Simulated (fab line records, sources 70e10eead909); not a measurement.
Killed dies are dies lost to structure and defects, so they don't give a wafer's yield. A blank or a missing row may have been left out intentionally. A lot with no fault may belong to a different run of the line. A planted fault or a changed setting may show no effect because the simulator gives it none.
fab line records    flow nand-harc
[record] lots = 24  wafers = 72  last-day = 34
route steps=1302 shown P_CONTACT@242 P_M0@283 P_M1@306
lots that met no fault: taken from a fault-free run of the same line
start-h: the number of hours between the record's first day and the start of the first shown wafer of the lot    wait-h: hours since the lot's step before    " same as the row above    L1.1+2: a single row standing in for several wafers    - no value, or no start was given    * or withheld: withheld    < > ~ a bound
route shown NAME@n: a module of which the file shows steps, and the number in the route of the first    usual: mean/standard deviation of fault-free wafers    same: alike in all rows    chamber/n: place in a boat    sites: readings site by site    _std_site: how widely they spread, as a standard deviation    _edge_site: mean of outer sites minus mean of inner sites    radius-mm: for every site, how far away it sits from the centre of the wafer    mask NAME#n: copy n    behind: the last tool/chamber to shape the wafer    hold: why the lot was held/for how many hours/how that ended    device: whichever transistor did not switch (one of n, p or np)    end of line: tests of these same wafers at the route's end    a step with no rows: only its recipe    killed: at the first sort, the dies lost to defects and structure; wafer yield is something else    map: a wafer's dies, x killed, . not, _ none there
set.NAME: the run value of the setting; set.NAME@STEP: its run value at that earlier step    model.NAME: the simulator's own value behind a step, which no gauge read
one table for each step of the route and one row for each wafer, over a sample of lots
services: a tool's chamber out of use, with start hour (start-h, from the record's first day; less than 0 if before it), hours out, and reason
[[steps]]
[step NHARC_P_CONTACT_STRIP_28]
[recipe] o2-flow-sccm = 500  ar-flow-sccm = 0  bias-w = 0  chemistry = O2
[usual] drypump-motor-current-A = 5.6/0.53  oes-product-au = 0.998/0.011  rf-vpp-V = 57.9/0.8  showerhead-plenum-p-Torr = 3.56/0.1  throttle-valve-pct = 17.036/0.0097
lot.wafer  tool         chamber  start-h  wait-h  drypump-motor-current-A  oes-product-au  rf-hours-counter-h  rf-vpp-V  showerhead-plenum-p-Torr  throttle-valve-pct
L074.2     rie-diel-03  3        128.05   0.1     5.3                      1.011           0.3                 58.9      3.77                      17.033
L074.3     "            0        "        "       6.3                      0.999           0.3                 59.1      3.48                      17.040
L074.5     "            1        "        "       5.9                      1.004           -                   56.7      3.54                      17.039
L076.4     rie-diel-05  0        133.89   0.1     5.8                      1.004           4.7                 57.7      3.58                      17.051
L076.1     "            2        "        "       5.1                      0.997           4.3                 57.5      3.68                      17.048
L076.2     "            3        "        "       4.7                      0.989           3.7                 58.2      3.44                      17.026
L075.1     rie-diel-03  3        134.78   0.1     5.3                      0.997           0.5                 59.3      3.77                      17.037
L075.4     "            0        "        "       6.3                      0.987           0.5                 57.5      3.48                      17.045
L075.6     "            0        "        "       6.3                      0.986           -                   57.0      3.48                      17.033
L078.3     rie-diel-05  0        159.19   0.1     5.8                      0.999           5.3                 58.6      3.58                      17.051
L078.1     "            1        "        "       5.9                      1.015           5.2                 58.3      3.63                      17.049
L078.5     "            3        "        "       4.7                      0.988           -                   58.2      3.44                      17.038
L077.4     rie-diel-05  1        160.86   0.1     5.9                      1.028           5.2                 57.1      3.63                      17.037
L077.3     "            3        "        "       4.7                      0.990           4.3                 56.5      3.44                      17.038
L077.2     "            0        "        "       5.9                      0.992           5.3                 57.4      3.58                      17.037
L079.1     rie-diel-05  3        176.46   0.1     4.7                      0.996           5.4                 58.4      3.44                      17.029
L079.2     "            0        "        "       5.9                      1.003           6.2                 58.1      3.58                      17.027
L079.4     "            1        "        "       5.9                      1.040           5.9                 57.4      3.63                      17.056
L080.3     rie-diel-05  1        177.30   0.1     5.8                      1.029           5.9                 57.8      3.63                      17.029
L080.2     "            2        "        "       5.1                      1.002           5.7                 57.9      3.68                      17.048
L080.1     "            0        "        "       5.8                      0.993           6.3                 58.7      3.58                      17.023
L081.3     rie-diel-08  3        190.25   0.1     6.5                      0.996           5.3                 57.7      3.61                      17.039
L081.4     "            0        "        "       5.8                      0.979           4.6                 58.5      3.57                      17.044
L081.5     "            3        "        "       6.5                      0.993           -                   57.1      3.61                      17.028
L082.1     rie-diel-05  2        196.25   0.1     5.1                      1.011           7.2                 57.4      3.68                      17.044
L082.4     "            3        "        "       4.7                      1.000           -                   59.0      3.44                      17.045
L082.5     "            0        "        "       5.8                      1.005           -                   58.7      3.58                      17.057
L083.3     rie-diel-03  2        203.88   0.1     5.0                      0.990           1.6                 58.9      3.52                      17.041
L083.2     "            0        "        "       6.3                      0.998           2.0                 59.5      3.48                      17.046
L083.5     "            2        "        "       5.0                      0.987           -                   59.1      3.52                      17.042
L084.2     rie-diel-03  0        224.26   0.1     6.3                      1.000           2.2                 58.2      3.48                      17.038
L084.1     "            1        "        "       6.0                      1.000           2.1                 57.6      3.54                      17.016
L084.4     "            2        "        "       5.0                      0.994           -                   57.0      3.52                      17.031
L085.1     rie-diel-05  3        228.28   0.1     4.7                      0.998           8.9                 56.6      3.44                      17.035
L085.4     "            0        "        "       5.9                      1.014           -                   57.8      3.58                      17.024
L085.6     "            3        "        "       4.7                      0.982           -                   58.9      3.44                      17.033
L086.1     rie-diel-03  1        232.19   0.1     6.0                      1.002           2.3                 57.7      3.54                      17.026
L086.3     "            2        "        "       5.0                      0.987           2.1                 58.0      3.52                      17.035
L086.4     "            2        "        "       5.0                      0.978           -                   57.6      3.52                      17.035
L087.1     rie-diel-05  0        252.39   0.1     5.8                      1.002           0.3                 55.9      3.58                      17.036
L087.3     "            1        "        "       5.9                      1.016           0.2                 59.7      3.63                      17.043
L087.5     "            0        "        "       5.8                      1.000           -                   59.3      3.58                      17.039
L088.4     rie-diel-03  1        269.12   0.1     6.0                      0.994           3.2                 58.9      3.54                      17.035
L088.6     "            0        "        "       6.3                      0.987           -                   57.6      3.48                      17.041
L088.5     "            1        "        "       6.0                      1.004           -                   56.8      3.54                      17.035
L089.4     rie-diel-03  0        269.54   0.1     6.3                      0.983           3.5                 57.0      3.48                      17.013
L089.1     "            2        "        "       5.0                      0.987           3.0                 57.6      3.51                      17.050
L089.5     "            1        "        "       6.0                      0.996           -                   58.1      3.54                      17.031
L090.2     rie-diel-08  3        281.03   0.1     6.5                      1.005           1.1                 58.5      3.61                      17.056
L090.4     "            0        "        "       5.8                      0.987           1.0                 57.1      3.57                      17.021
L090.5     "            1        "        "       5.6                      0.992           -                   58.0      3.50                      17.036
L091.2     rie-diel-08  2        287.04   0.1     5.9                      0.990           1.2                 58.2      3.31                      17.027
L091.4     "            3        "        "       6.5                      0.991           1.3                 59.1      3.61                      17.035
L091.5     "            0        "        "       5.8                      0.988           -                   57.1      3.57                      17.038
L092.2     rie-diel-03  2        296.09   0.1     5.0                      1.016           0.2                 57.7      3.51                      17.054
L092.5     "            2        "        "       5.0                      1.006           -                   57.9      3.51                      17.036
L092.6     "            3        "        "       5.3                      1.007           -                   58.5      3.76                      17.055
L093.4     rie-diel-03  3        310.75   0.1     5.3                      1.004           0.5                 57.6      3.76                      17.035
L093.6     "            3        "        "       5.3                      1.013           -                   57.7      3.76                      17.028
L093.5     "            0        "        "       6.3                      1.001           -                   56.7      3.48                      17.031
L094.2     rie-diel-05  0        317.23   0.1     5.8                      1.000           4.9                 57.8      3.58                      17.030
L094.3     "            1        "        "       5.9                      0.999           4.8                 58.5      3.62                      17.022
L094.4     "            2        "        "       5.1                      0.981           4.5                 57.0      3.68                      17.048
L095.2     rie-diel-05  1        324.22   0.1     5.8                      1.007           5.0                 56.5      3.62                      17.037
L095.1     "            2        "        "       5.1                      0.988           4.6                 59.0      3.68                      17.034
L095.5     "            3        "        "       4.7                      0.988           -                   59.0      3.43                      17.046
L096.2     rie-diel-05  1        335.66   0.1     5.8                      0.998           5.1                 57.0      3.62                      17.007
L096.1     "            2        "        "       5.1                      0.980           4.7                 57.9      3.68                      17.038
L096.3     "            0        "        "       5.8                      1.016           5.3                 58.4      3.58                      17.031
L097.3     rie-diel-03  2        352.01   0.1     5.0                      0.988           1.9                 57.3      3.51                      17.048
L097.5     "            0        "        "       6.2                      1.000           -                   57.0      3.48                      17.042
L097.6     "            1        "        "       6.0                      1.015           -                   56.6      3.54                      17.035
[step NHARC_P_CONTACT_CMP_24]
[recipe] t-overpolish-s = 30  target-thk-nm = 200
[usual] motor-current-A = 12.2/1.5  overpolish-run-s = 29.999/0.0092  time-to-endpoint-s = 42/3.3
lot.wafer  tool    chamber  start-h  wait-h  motor-current-A  overpolish-run-s  time-to-endpoint-s
L074.2     cmp-02  0        129.95   0.5     16.5             30.001            41
L074.3     "       2        "        "       11.5             29.989            44
L074.5     "       1        "        "       10.5             29.986            44
L076.2     cmp-04  3        135.67   0.5     12.0             30.008            47
L076.1     "       0        "        "       11.3             29.996            46
L076.4     "       1        "        "       11.3             29.993            47
L075.1     cmp-04  0        136.51   0.5     10.8             29.996            42
L075.4     "       3        "        "       12.3             30.021            42
L075.6     "       0        "        "       11.1             29.999            41
L078.3     cmp-04  0        160.90   0.3     11.1             30.005            46
L078.1     "       3        "        "       13.0             29.996            44
L078.5     "       1        "        "       11.8             30.016            44
L077.2     cmp-02  2        162.61   0.5     11.4             29.994            38
L077.4     "       0        "        "       15.3             29.995            37
L077.3     "       1        "        "       10.9             29.999            39
L079.2     cmp-03  1        178.19   0.5     14.0             29.989            41
L079.1     "       2        "        "       14.4             29.998            42
L079.4     "       0        "        "       12.8             29.994            46
L080.2     cmp-02  3        179.04   0.5     11.1             30.003            36
L080.3     "       1        "        "       10.8             30.011            42
L080.1     "       2        "        "       11.3             30.010            40
L081.3     cmp-03  3        192.02   0.3     11.1             29.995            40
L081.4     "       0        "        "       13.0             30.010            44
L081.5     "       3        "        "       10.4             30.003            42
L082.1     cmp-03  1        198.05   0.6     14.3             30.007            45
L082.4     "       3        "        "       11.1             30.003            42
L082.5     "       0        "        "       13.4             29.999            46
L083.3     cmp-03  1        205.65   0.4     13.2             29.999            46
L083.2     "       2        "        "       13.7             30.021            43
L083.5     "       3        "        "       10.6             29.996            45
L084.2     cmp-02  3        226.12   0.6     11.7             30.009            36
L084.4     "       1        "        "       10.7             30.000            37
L084.1     "       2        "        "       11.5             30.020            37
L085.4     cmp-04  1        230.00   0.3     12.1             30.003            41
L085.1     "       2        "        "       11.5             29.974            37
L085.6     "       2        "        "       11.5             30.003            38
L086.1     cmp-03  2        233.95   0.6     12.8             30.002            40
L086.3     "       3        "        "       10.5             30.007            40
L086.4     "       1        "        "       13.8             30.010            42
L087.3     cmp-04  3        254.13   0.3     13.0             29.988            43
L087.1     "       0        "        "       10.8             30.002            46
L087.5     "       3        "        "       13.1             30.003            44
L088.4     cmp-02  2        270.83   0.4     11.4             30.008            38
L088.6     "       2        "        "       11.0             29.999            41
L088.5     "       3        "        "       11.6             29.986            39
L089.4     cmp-03  0        271.79   0.4     12.9             29.991            43
L089.1     "       1        "        "       13.8             29.997            41
L089.5     "       1        "        "       14.5             30.013            43
L090.4     cmp-04  1        282.74   0.3     11.7             29.994            42
L090.2     "       3        "        "       13.3             29.995            47
L090.5     "       2        "        "       11.7             29.987            45
L091.2     cmp-03  1        288.78   0.5     15.1             30.010            44
L091.4     "       2        "        "       14.0             30.000            43
L091.5     "       0        "        "       12.7             29.998            45
L092.2     cmp-02  1        297.83   0.6     10.6             29.986            39
L092.5     "       1        "        "       10.6             29.987            39
L092.6     "       2        "        "       11.5             29.998            37
L093.4     cmp-02  2        312.58   0.3     11.9             29.985            39
L093.6     "       1        "        "       10.3             29.987            43
L093.5     "       2        "        "       11.8             30.004            39
L094.2     cmp-02  1        318.96   0.6     10.7             29.995            43
L094.3     "       3        "        "       11.9             29.999            42
L094.4     "       0        "        "       15.9             29.995            43
L095.2     cmp-04  1        325.95   0.6     12.3             29.987            38
L095.1     "       3        "        "       12.1             29.987            44
L095.5     "       0        "        "       10.6             29.997            41
L096.2     cmp-04  0        337.39   0.5     11.1             29.996            45
L096.3     "       1        "        "       11.7             29.987            43
L096.1     "       3        "        "       12.5             30.009            45
L097.3     cmp-04  1        353.75   0.4     12.1             30.005            41
L097.5     "       1        "        "       11.4             30.006            43
L097.6     "       2        "        "       10.8             30.011            44
[step NHARC_P_M0_PRE_CLEAN_31]
[recipe] time-s = 12  temp-c = 370  rf-power-w = 300  gas = NH3
[usual] heater-power-w = 650/100
lot.wafer  tool      chamber  start-h  wait-h  heater-power-w
L074.3     pecvd-04  1        134.04   0.1     642
L074.2     "         0        "        "       748
L074.5     "         2        "        "       569
L076.2     pecvd-03  0        139.56   0.1     477
L076.1     "         2        "        "       714
L076.4     "         1        "        "       642
L075.1     pecvd-03  1        140.43   0.1     652
L075.4     "         0        "        "       495
L075.6     "         2        "        "       745
L078.3     pecvd-03  1        164.87   0.1     563
L078.1     "         2        "        "       841
L078.5     "         2        "        "       830
L077.3     pecvd-03  1        166.66   0.1     649
L077.2     "         0        "        "       538
L077.4     "         2        "        "       797
L079.2     pecvd-03  1        182.40   0.1     570
L079.1     "         2        "        "       769
L079.4     "         2        "        "       773
L080.3     pecvd-03  2        183.10   0.1     826
L080.2     "         0        "        "       555
L080.1     "         1        "        "       654
L081.3     pecvd-04  1        196.05   0.1     578
L081.4     "         0        "        "       744
L081.5     "         1        "        "       593
L082.1     pecvd-03  0        201.93   0.1     536
L082.4     "         0        "        "       527
L082.5     "         1        "        "       559
L083.2     pecvd-01  0        210.71   0.1     591
L083.3     "         1        "        "       675
L083.5     "         0        "        "       606
L084.2     pecvd-03  1        230.18   0.1     577
L084.1     "         0        "        "       478
L084.4     "         1        "        "       578
L085.1     pecvd-01  1        233.95   0.1     716
L085.6     "         2        "        "       808
L085.4     "         1        "        "       719
L086.1     pecvd-01  2        237.99   0.1     770
L086.3     "         1        "        "       653
L086.4     "         2        "        "       771
L087.1     pecvd-04  2        258.00   0.1     571
L087.3     "         1        "        "       602
L087.5     "         0        "        "       661
L088.4     pecvd-01  1        275.20   0.1     696
L088.5     "         2        "        "       802
L088.6     "         0        "        "       583
L089.1     pecvd-01  2        277.04   0.1     813
L089.5     "         1        "        "       666
L089.4     "         2        "        "       812
L090.2     pecvd-03  2        286.69   0.1     780
L090.5     "         0        "        "       500
L090.4     "         2        "        "       787
L091.2     pecvd-04  1        292.80   0.1     534
L091.4     "         0        "        "       634
L091.5     "         2        "        "       537
L092.2     pecvd-01  2        301.97   0.1     826
L092.6     "         2        "        "       834
L092.5     "         0        "        "       560
L093.4     pecvd-03  1        316.74   0.1     644
L093.6     "         2        "        "       768
L093.5     "         0        "        "       528
L094.2     pecvd-04  0        323.75   0.3     682
L094.3     "         1        "        "       557
L094.4     "         0        "        "       673
L095.1     pecvd-03  2        329.95   0.1     818
L095.2     "         1        "        "       658
L095.5     "         1        "        "       645
L096.1     pecvd-01  0        341.29   0.1     542
L096.3     "         1        "        "       674
L096.2     "         2        "        "       714
L097.3     pecvd-03  1        357.95   0.1     658
L097.6     "         1        "        "       671
L097.5     "         2        "        "       721
[step NHARC_P_M1_PRE_CLEAN_30]
[recipe] time-s = 30  temp-c = 280  gas = H2/He
[usual] heater-power-w = 391/47
lot.wafer  tool            chamber  start-h  wait-h  heater-power-w
L074.3     pvd-sputter-01  -        -        -       366
L074.2     "               -        "        "       435
L074.5     "               -        "        "       487
L076.2     pvd-sputter-02  -        -        -       428
L076.4     "               -        "        "       395
L076.1     "               -        "        "       372
L075.4     pvd-sputter-01  -        -        -       374
L075.1     "               -        "        "       498
L075.6     "               -        "        "       381
L078.3     pvd-sputter-01  -        -        -       357
L078.1     "               -        "        "       436
L078.5     "               -        "        "       375
L077.4     pvd-sputter-03  -        -        -       406
L077.2     "               -        "        "       363
L077.3     "               -        "        "       305
L079.2     pvd-sputter-02  -        -        -       447
L079.1     "               -        "        "       360
L079.4     "               -        "        "       359
L080.1     pvd-sputter-03  -        -        -       395
L080.3     "               -        "        "       397
L080.2     "               -        "        "       296
L081.4     pvd-sputter-02  -        -        -       437
L081.3     "               -        "        "       349
L081.5     "               -        "        "       367
L082.1     pvd-sputter-02  -        -        -       397
L082.4     "               -        "        "       432
L082.5     "               -        "        "       405
L083.3     pvd-sputter-03  -        -        -       295
L083.2     "               -        "        "       390
L083.5     "               -        "        "       296
L084.4     pvd-sputter-02  -        -        -       362
L084.2     "               -        "        "       445
L084.1     "               -        "        "       407
L085.1     pvd-sputter-03  -        -        -       290
L085.4     "               -        "        "       384
L085.6     "               -        "        "       294
L086.1     pvd-sputter-01  -        -        -       368
L086.4     "               -        "        "       488
L086.3     "               -        "        "       439
L087.1     pvd-sputter-02  -        -        -       351
L087.3     "               -        "        "       394
L087.5     "               -        "        "       351
L088.4     pvd-sputter-02  -        -        -       350
L088.6     "               -        "        "       401
L088.5     "               -        "        "       367
L089.1     pvd-sputter-02  -        -        -       351
L089.4     "               -        "        "       436
L089.5     "               -        "        "       397
L090.2     pvd-sputter-01  -        -        -       491
L090.4     "               -        "        "       376
L090.5     "               -        "        "       431
L091.2     pvd-sputter-03  -        -        -       390
L091.4     "               -        "        "       378
L091.5     "               -        "        "       390
L092.2     pvd-sputter-01  -        -        -       373
L092.6     "               -        "        "       492
L092.5     "               -        "        "       437
L093.4     pvd-sputter-01  -        -        -       387
L093.6     "               -        "        "       492
L093.5     "               -        "        "       421
L094.4     pvd-sputter-02  -        -        -       356
L094.2     "               -        "        "       414
L094.3     "               -        "        "       342
L095.1     pvd-sputter-03  -        -        -       393
L095.2     "               -        "        "       388
L095.5     "               -        "        "       287
L096.3     pvd-sputter-03  -        -        -       401
L096.1     "               -        "        "       293
L096.2     "               -        "        "       377
L097.3     pvd-sputter-01  -        -        -       490
L097.5     "               -        "        "       439
L097.6     "               -        "        "       381
[step NHARC_P_M1_PVD_20]
[recipe] target-thk-a = 50  bias-v = 168.6  power-w = 15000  chamber-pressure-pa = 0.12  time-s = 8.06  substrate-temp-c = 50  material = TaN
[usual] throttle-valve-pct = 29.8/1
lot.wafer  tool            chamber  start-h  wait-h  throttle-valve-pct
L074.3     pvd-sputter-01  -        -        -       28.5
L074.2     "               -        "        "       29.7
L074.5     "               -        "        "       29.4
L076.2     pvd-sputter-02  -        -        -       31.4
L076.4     "               -        "        "       29.6
L076.1     "               -        "        "       28.8
L075.1     pvd-sputter-01  -        -        -       29.3
L075.4     "               -        "        "       29.5
L075.6     "               -        "        "       29.0
L078.3     pvd-sputter-01  -        -        -       29.6
L078.1     "               -        "        "       28.6
L078.5     "               -        "        "       28.5
L077.2     pvd-sputter-03  -        -        -       30.7
L077.3     "               -        "        "       30.9
L077.4     "               -        "        "       30.4
L079.2     pvd-sputter-02  -        -        -       28.3
L079.1     "               -        "        "       28.1
L079.4     "               -        "        "       31.2
L080.1     pvd-sputter-03  -        -        -       31.2
L080.2     "               -        "        "       29.9
L080.3     "               -        "        "       30.0
L081.3     pvd-sputter-02  -        -        -       29.6
L081.4     "               -        "        "       28.5
L081.5     "               -        "        "       27.7
L082.4     pvd-sputter-02  -        -        -       29.3
L082.1     "               -        "        "       27.7
L082.5     "               -        "        "       31.0
L083.3     pvd-sputter-03  -        -        -       29.9
L083.2     "               -        "        "       31.0
L083.5     "               -        "        "       30.4
L084.1     pvd-sputter-02  -        -        -       29.4
L084.2     "               -        "        "       28.1
L084.4     "               -        "        "       31.4
L085.1     pvd-sputter-03  -        -        -       29.9
L085.4     "               -        "        "       31.0
L085.6     "               -        "        "       30.4
L086.4     pvd-sputter-01  -        -        -       29.4
L086.3     "               -        "        "       29.8
L086.1     "               -        "        "       29.5
L087.1     pvd-sputter-02  -        -        -       29.5
L087.3     "               -        "        "       31.2
L087.5     "               -        "        "       29.4
L088.4     pvd-sputter-02  -        -        -       28.2
L088.6     "               -        "        "       31.1
L088.5     "               -        "        "       29.8
L089.4     pvd-sputter-02  -        -        -       27.9
L089.1     "               -        "        "       28.7
L089.5     "               -        "        "       31.2
L090.4     pvd-sputter-01  -        -        -       29.3
L090.2     "               -        "        "       29.5
L090.5     "               -        "        "       30.3
L091.4     pvd-sputter-03  -        -        -       31.0
L091.2     "               -        "        "       30.4
L091.5     "               -        "        "       30.4
L092.2     pvd-sputter-01  -        -        -       29.8
L092.5     "               -        "        "       29.4
L092.6     "               -        "        "       29.7
L093.4     pvd-sputter-01  -        -        -       29.4
L093.6     "               -        "        "       30.4
L093.5     "               -        "        "       29.1
L094.3     pvd-sputter-02  -        -        -       31.6
L094.4     "               -        "        "       30.9
L094.2     "               -        "        "       27.9
L095.1     pvd-sputter-03  -        -        -       31.0
L095.2     "               -        "        "       30.9
L095.5     "               -        "        "       30.0
L096.1     pvd-sputter-03  -        -        -       31.1
L096.3     "               -        "        "       31.0
L096.2     "               -        "        "       30.3
L097.3     pvd-sputter-01  -        -        -       29.9
L097.5     "               -        "        "       29.7
L097.6     "               -        "        "       30.0
[step NHARC_P_M1_ANNEAL_31]
[recipe] temp-c = 225  time-s = 90
[usual] anneal-temp-c = 225.02/0.16  wafer_temp_C_max = 226.3/0.36
lot.wafer  tool           chamber  start-h  wait-h  anneal-temp-c  wafer_temp_C_max
L074.2     rtp-anneal-02  0        137.42   -       224.93         225.6
L074.3     "              0        "        "       225.07         225.9
L074.5     "              0        "        "       224.99         226.0
L076.1     rtp-anneal-01  0        143.19   -       225.14         226.8
L076.2     "              0        "        "       224.99         226.4
L076.4     "              0        "        "       225.20         226.1
L075.1     rtp-anneal-02  0        143.84   0.3     225.04         226.1
L075.4     "              0        "        "       225.07         226.2
L075.6     "              0        "        "       225.16         225.7
L078.1     rtp-anneal-01  0        168.16   -       224.92         226.2
L078.3     "              0        "        "       225.19         226.4
L078.5     "              0        "        "       225.02         226.5
L077.2     rtp-anneal-02  0        170.11   -       224.95         226.2
L077.3     "              0        "        "       224.70         225.9
L077.4     "              0        "        "       225.09         226.1
L079.1     rtp-anneal-01  0        185.67   -       224.81         226.9
L079.2     "              0        "        "       224.75         226.8
L079.4     "              0        "        "       224.93         226.3
L080.1     rtp-anneal-01  0        186.39   0.3     225.21         226.1
L080.2     "              0        "        "       224.98         226.2
L080.3     "              0        "        "       225.14         226.2
L081.3     rtp-anneal-01  0        199.39   -       224.89         226.6
L081.4     "              0        "        "       224.80         226.4
L081.5     "              0        "        "       224.99         226.6
L082.1     rtp-anneal-01  0        205.18   -       225.20         226.4
L082.4     "              0        "        "       225.32         226.6
L082.5     "              0        "        "       225.08         226.3
L083.2     rtp-anneal-02  0        214.01   -       224.78         225.8
L083.3     "              0        "        "       224.87         226.0
L083.5     "              0        "        "       225.26         225.8
L084.1     rtp-anneal-02  0        233.33   0.3     224.86         225.9
L084.2     "              0        "        "       224.87         225.7
L084.4     "              0        "        "       224.95         225.9
L085.1     rtp-anneal-02  0        237.42   0.6     224.95         225.8
L085.4     "              0        "        "       224.75         225.9
L085.6     "              0        "        "       225.09         226.1
L086.1     rtp-anneal-01  0        241.24   -       225.20         226.2
L086.3     "              0        "        "       225.20         226.0
L086.4     "              0        "        "       225.45         226.4
L087.1     rtp-anneal-01  0        261.74   -       225.13         227.3
L087.3     "              0        "        "       225.08         226.1
L087.5     "              0        "        "       225.16         226.5
L088.4     rtp-anneal-01  0        278.43   0.4     224.91         227.1
L088.5     "              0        "        "       225.04         226.7
L088.6     "              0        "        "       225.16         226.3
L089.1     rtp-anneal-01  0        280.20   -       225.00         226.2
L089.4     "              0        "        "       224.83         226.4
L089.5     "              0        "        "       224.64         226.4
L090.2     rtp-anneal-02  0        289.98   -       225.10         225.9
L090.4     "              0        "        "       225.04         225.8
L090.5     "              0        "        "       224.96         226.1
L091.2     rtp-anneal-01  0        295.99   0.3     224.67         226.1
L091.4     "              0        "        "       225.11         226.0
L091.5     "              0        "        "       225.08         226.1
L092.2     rtp-anneal-02  0        305.13   -       224.93         226.5
L092.5     "              0        "        "       224.84         225.6
L092.6     "              0        "        "       224.90         225.7
L093.4     rtp-anneal-01  0        319.99   0.4     224.88         226.7
L093.5     "              0        "        "       225.11         226.1
L093.6     "              0        "        "       224.87         226.2
L094.2     rtp-anneal-02  0        327.05   -       225.10         226.5
L094.3     "              0        "        "       224.96         226.1
L094.4     "              0        "        "       225.03         226.0
L095.1     rtp-anneal-01  0        333.39   -       225.03         226.0
L095.2     "              0        "        "       225.06         226.4
L095.5     "              0        "        "       225.31         226.3
L096.1     rtp-anneal-01  0        344.56   0.3     225.06         226.7
L096.2     "              0        "        "       225.01         226.4
L096.3     "              0        "        "       224.63         226.0
L097.3     rtp-anneal-01  0        361.43   0.3     225.13         225.9
L097.5     "              0        "        "       224.98         226.3
L097.6     "              0        "        "       224.90         226.9
[[services]]
tool            chamber  start-h  hours  kind
rie-diel-03     -        104.32   9.0    pm
cmp-04          -        111.00   4.0    pm
pecvd-03        -        127.20   0.9    repair
rie-diel-03     2        153.10   2.9    repair
pvd-sputter-03  -        170.00   10.0   pm
pecvd-03        -        185.19   13.0   pm
rie-diel-05     1        193.36   6.4    repair
pvd-sputter-01  -        201.51   0.7    repair
cmp-04          -        209.00   4.0    pm
rie-diel-05     1        210.38   19.4   repair
rie-diel-03     3        222.31   17.1   repair
cmp-04          -        223.14   2.6    repair
pvd-sputter-01  -        226.00   10.0   pm
cmp-04          -        227.62   0.7    repair
rie-diel-05     -        232.31   9.0    pm
rie-diel-03     3        242.30   1.9    repair
cmp-04          -        244.56   3.0    repair
pecvd-03        0        251.28   17.0   repair
pecvd-03        -        274.79   1.3    repair
cmp-04          -        280.99   0.7    repair
rie-diel-03     -        281.32   9.0    pm
rie-diel-03     0        312.20   15.2   repair
pecvd-03        0        324.01   35.8   repair
pvd-sputter-03  -        348.00   10.0   pm
[[key]]
fault none
